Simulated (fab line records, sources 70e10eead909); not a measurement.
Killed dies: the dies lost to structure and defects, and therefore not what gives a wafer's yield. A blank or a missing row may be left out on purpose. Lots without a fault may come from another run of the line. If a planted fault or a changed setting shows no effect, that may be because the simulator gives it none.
Matching of chambers	flow nand harc	4 sister chambers for NHARC_A_STAIRCASE_ETCH_444 on rie diel-03
The step etches the open film in C4F8/O2, target depth 20400 nm, time 6800 s. 4 wafers are shown with their chamber, then 9 later ones without.

## WAFERS, EACH WITH ITS CHAMBER
wafer	chamber	rf vpp V (V)
L089.3	3	801
L090.3	1	814
L090.4	0	801
L090.5	2	811

## WAFERS WITHOUT THEIR CHAMBER
wafer	rf vpp V (V)
L091.2	811
L091.5	811
L091.6	802
L092.1	800
L092.4	814
L092.5	813
L095.3	800
L095.4	815
L095.5	811

## CHAMBER TAKEN BY EACH
wafer	from the rows above	in truth
L091.2	2	2
L091.5	2	2
L091.6	can't be placed: 0 or 3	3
L092.1	can't be placed: 0 or 3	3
L092.4	1	1
L092.5	can't be placed: 1 or 2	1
L095.3	can't be placed: 0 or 3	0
L095.4	1	1
L095.5	2	2
Placed correctly: 5 of 9. Unplaceable from these rows: 4, with the true chamber sitting among the candidates in 4. 0 placed wrongly.
How it was worked out, from the rows above alone: a wafer's distance from a chamber is the root of the sum, over the readings, of the square of ((its reading less the chamber's mean) divided by the reading's scatter). The wafer belongs to the nearest chamber; if the next one is less than 2 further off, it can't be placed. A chamber's mean is the mean of its shown wafers. The scatter: with one shown wafer a chamber, the root of the mean of the squares of how far each hidden wafer lies from its nearest shown one.
